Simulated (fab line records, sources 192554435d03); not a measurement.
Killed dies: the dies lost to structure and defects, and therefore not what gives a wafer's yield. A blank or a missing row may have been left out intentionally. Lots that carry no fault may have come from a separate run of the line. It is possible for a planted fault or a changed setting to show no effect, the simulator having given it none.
What tool caused it? -- flow n5 finfet -- 10 lots with 28 wafers sampled at 6 steps, on a route of 1938 steps

WHAT EACH GAUGE READ, for each wafer
N5_BEOL_M4_RC_MEAS_101.
lot,measured,on,DIBL_N (mV/V)
L299,day 8 01:18,prober-02,35.8 38.5 35.0
L303,day 9 11:20,prober-02,39.3 36.9 38.1
L304,day 9 17:29,prober-01,36.7 38.2 37.4
L305,day 9 16:02,prober-02,36.1 36.3 36.6
L306,day 10 00:53,prober-02,36.4 36.6
L308,day 10 20:08,prober-01,39.2 32.8
L309,day 10 22:46,prober-02,35.4 33.6 35.8
L315,day 12 11:52,prober-01,34.1 33.2 32.0
L318,day 13 08:37,prober-02,34.3 34.2 34.4
L319,day 13 10:40,prober-01,35.1 36.1 35.9

WHICH TOOL RAN EACH LOT (tool, then ch and the chambers of the sampled wafers, then the start)
lot,N5_BEOL_M2_PECVD_72,N5_BEOL_M2_SPUTTER_86,N5_BEOL_M2_CMP_52,N5_BEOL_M2_CO_CAP_55,N5_BEOL_M3_ILD_DEP_00
L299,"pecvd-01 ch 1,2, day 6 22:13","pvd sputter-02, day 7 03:34","cmp-02 ch 2,3, day 7 05:26","cvd co-02 ch 0,2, day 7 05:50","pecvd-04 ch 1,2, day 7 06:04"
L303,"pecvd-01 ch 0,1, day 7 21:16","pvd sputter-03, day 8 06:07","cmp-01 ch 1,2,3, day 8 07:46","cvd co-01 ch 0,1,2, day 8 08:11","pecvd-03 ch 0,2, day 8 08:26"
L304,"pecvd-01 ch 1,2, day 8 16:35","pvd sputter-02, day 8 23:56","cmp-01 ch 1,2, day 9 01:32","cvd co-01 ch 0,1,2, day 9 01:54","pecvd-03 ch 0,1,2, day 9 02:08"
L305,"pecvd-02 ch 0,1,2, day 8 17:00","pvd sputter-03, day 8 23:25","cmp-04 ch 0,1,2, day 9 01:05","cvd co-01 ch 1,2, day 9 01:23","pecvd-02 ch 0,1,2, day 9 01:38"
L306,"pecvd-01 ch 0,1, day 8 20:44","pvd sputter-01, day 9 03:06","cmp-01 ch 0,3, day 9 04:49","cvd co-02 ch 0,1, day 9 05:05","pecvd-02 ch 0,2, day 9 05:19"
L308,"pecvd-01 ch 1,2, day 9 12:23","pvd sputter-03, day 9 17:50","cmp-04 ch 0,2, day 9 19:25","cvd co-01 ch 1, day 9 19:47","pecvd-03 ch 0,2, day 9 20:04"
L309,"pecvd-01 ch 0,2, day 9 14:01","pvd sputter-03, day 9 21:07","cmp-04 ch 1,3, day 9 22:42","cvd co-02 ch 0,1, day 9 23:05","pecvd-03 ch 1,2, day 9 23:22"
L315,"pecvd-02 ch 0, day 10 21:33","pvd sputter-01, day 11 09:59","cmp-02 ch 2,3, day 11 11:37","cvd co-01 ch 0,1,2, day 11 11:57","pecvd-02 ch 1,2, day 11 12:12"
L318,"pecvd-01 ch 0,1, day 11 16:49","pvd sputter-02, day 11 23:06","cmp-01 ch 1,2,3, day 12 00:50","cvd co-02 ch 0,2, day 12 01:13","pecvd-04 ch 0,2, day 12 01:28"
L319,"pecvd-01 ch 0,1,2, day 11 21:55","pvd sputter-02, day 12 03:22","cmp-04 ch 0,1,3, day 12 05:07","cvd co-01 ch 0,1, day 12 05:29","pecvd-03 ch 0,2, day 12 05:46"
- N5_BEOL_M2_PECVD_72: deposits SiO2 from TEOS/O2, target thk 16 nm, time 18 s.
- N5_BEOL_M2_SPUTTER_86: material Cu, target thk 4.5 nm, time 8.29 s.
- N5_BEOL_M2_CMP_52: polishes, stops on SiOC, t overpolish 6.8 s, target thk 40 nm.
- N5_BEOL_M2_CO_CAP_55: material Co, precursor CCTBA/H2, target thk 2 nm, time 102.1 s.
- N5_BEOL_M3_ILD_DEP_00: deposits SiOC from DEMS/O2, target thk 79 nm, time 15.3 s.

THE ANSWER, worked out from the rows above alone
Rule: the usual values come from the lots themselves. Put in order of their means at a reading, lots are off if they are a third of the lots or fewer, leave a main group of 4 or more, and stand apart from it by a gap of 3 or more times the standard deviation of the main group's means; of several such gaps the widest counts. Not used: any main group whose means are identical at the precision the tables above print for the reading. A lot without any number at a reading at which 4 lots or more have one is off too. The other lots that the step has rows for count as sound.
Across all readings shown, no lot is off: no conclusion can be drawn from this.

WHAT THE SIMULATOR HAD INSERTED
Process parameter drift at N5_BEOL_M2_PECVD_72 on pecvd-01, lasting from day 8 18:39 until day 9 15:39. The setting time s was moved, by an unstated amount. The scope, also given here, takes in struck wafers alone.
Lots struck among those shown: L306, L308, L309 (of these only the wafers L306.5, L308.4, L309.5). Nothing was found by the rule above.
